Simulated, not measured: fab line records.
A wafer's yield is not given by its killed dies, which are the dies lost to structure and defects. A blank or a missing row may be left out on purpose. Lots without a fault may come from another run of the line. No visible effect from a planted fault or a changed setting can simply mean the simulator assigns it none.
A struck lot beside a sound one / flow n5-finfet / 16 steps out of a route of 1938
Sound: wafers L850.4, L850.5, L850.6. Struck: wafer L856.2; the same lot's L856.4 was not struck, so it is left out; see the end for the cause.
Per side, at each step with rows, come the tool, then ch with its chambers, and then its first start. Under that, the readings that differ: sound wafers / struck wafers / difference of the means / sigmas: that difference in standard deviations of wafers without a fault.
alike: readings with means less than 2 such deviations apart, plus words and numbers identical on both sides. not compared: withheld readings, readings lacking a value on some wafer, bounds such as >300 that could conceal the same value, and numbers that have no deviation in the record and whose values overlap.
A row with sigmas, a row that says differs or no value, or rows on one side alone: a step with any of these is where the two part. Non-overlapping numbers with no deviation appear without sigmas and do not part them. A reading missing from all wafers of one side parts the sides only when that side holds two or more wafers.

N5_BEOL_M4_STRIP_36: strips in N2/H2.
  sound on rie-diel-06 ch 0,1,3, day 8 14:26; struck on rie-diel-04 ch 0, day 10 09:49
reading=oes-product-au (a.u.); sound=0.75 0.68 0.76; struck=0.98; difference=+0.25; sigmas=+3
  alike: drypump-motor-current-A, power-w, rf-vpp-V, showerhead-plenum-p-Torr, throttle-valve-pct
  not compared: rf-hours-counter-h
N5_BEOL_M4_TRENCH_ETCH_37: etches SiOC in C4F6/O2, target depth 55.555 nm, time 29.2 s.
  sound: rie-diel-06 ch 0,1,3; struck: rie-diel-04 ch 0
reading=oes-product-au (a.u.); sound=0.74 0.68 0.75; struck=0.98; difference=+0.26; sigmas=+3
  alike: O2_flow_sccm, drypump-motor-current-A, rf-vpp-V, showerhead-plenum-p-Torr, throttle-valve-pct
  not compared: rf-hours-counter-h
N5_BEOL_M4_ETCH_41: etches SiCN in CH3F/O2, target depth 29.9 nm, time 52.5 s.
  sound: rie-diel-06 ch 0,1,3; struck: rie-diel-04 ch 0
reading=oes-product-au (a.u.); sound=0.74 0.68 0.75; struck=0.97; difference=+0.25; sigmas=+3
  alike: CH3F_flow_sccm, O2_flow_sccm, drypump-motor-current-A, rf-vpp-V, showerhead-plenum-p-Torr, throttle-valve-pct
  not compared: rf-hours-counter-h
N5_BEOL_M4_STRIP_97: strips in N2/H2, time 10 s.
  sound: rie-diel-06 ch 0,1,3; struck: rie-diel-04 ch 0
reading=oes-product-au (a.u.); sound=0.74 0.69 0.75; struck=0.99; difference=+0.26; sigmas=+3
  alike: drypump-motor-current-A, rf-vpp-V, showerhead-plenum-p-Torr, throttle-valve-pct
  not compared: rf-hours-counter-h
N5_BEOL_M4_OCD_MEAS_38:
  sound on ocd-02, day 8 14:38; struck on ocd-01, day 10 10:01
reading=trench-depth-nm (nm); sound=54.8 54.5 54.6; struck=56.6; difference=+2.0; sigmas=+3
then, 4 steps without rows for these wafers: N5_BEOL_M4_HM_STRIP_39 (strips TiN in peroxide tin strip, target depth 25 nm, time 158 s); N5_BEOL_M4_SRD_40 (time 30 s); N5_BEOL_M4_PRECLEAN_42 (cleans in residue remover, time 60 s); N5_BEOL_M4_SRD_43 (time 30 s).
N5_BEOL_M4_CD_MEAS_35: target cd 18 nm, target cd y 22.4 nm.
  sound on cd-sem-02, day 8 14:47; struck on cd-sem-01, day 10 10:10
  alike: cd-nm
then, 1 step without rows for these wafers: N5_BEOL_M4_DEGAS_44 (time 60 s).
N5_BEOL_M4_PRE_CLEAN_45: time 30 s.
  sound on pvd-sputter-03, day 8 15:07; struck on pvd-sputter-02, day 10 10:34
  alike: heater-power-w
N5_BEOL_M4_ALD_84: deposits TaN, pulse time 2 s, purge time 3 s, co reactant purge time 2 s.
  sound on ald-metal-03 ch 0,1, day 8 15:16; struck on ald-metal-04 ch 3, day 10 10:40
reading=ald-cycles; sound=30 30 30; struck=28; difference=-2; sigmas=
  alike: heater-power-outer-w, heater-power-w, precursor-vessel-temp-c
  not compared: since-wet-clean-h
after that, 1 step had no rows for these wafers: N5_BEOL_M4_SURFACE_TREAT_85.
N5_BEOL_M4_RC_MEAS_101:
  sound on prober-02 ch 0, day 8 19:28; struck on prober-02 ch 0, day 10 14:51
reading=ION_P (uA/um); sound=447 450 459; struck=470; difference=+18; sigmas=+3
  alike: DIBL_N, DIBL_P, IOFF_N, IOFF_P, ION_N, SS_N, SS_P, VT_N, VT_P
-- here the record skips 4 days between the struck wafers' starts before and after, leaving off in module BEOL_M4 and picking up in module PASSIVATION (first step shown: number 1936 of the route) --
N5_PASSIVATION_PROBE_49:
  sound on prober-01, day 13 02:59; struck on prober-02, day 14 15:10
  alike: defect-limited-yield, killed_at_M0_to_M3, killed_at_M4_up, killed-at-contacts, killed-at-front-end, killed-at-other, killed-dies, killed-on-rim, killed-open, killed-short, sort_bin_5_function, sort_bin_6_memory, sort-n-pass, sort-yield-pct

## WHERE THEY PART
Last at N5_BEOL_M4_RC_MEAS_101 as far as this record goes, first at N5_BEOL_M4_STRIP_36. Later steps at which nothing parts them and some readings are alike: N5_PASSIVATION_PROBE_49.

WHY: the cause the simulator had injected
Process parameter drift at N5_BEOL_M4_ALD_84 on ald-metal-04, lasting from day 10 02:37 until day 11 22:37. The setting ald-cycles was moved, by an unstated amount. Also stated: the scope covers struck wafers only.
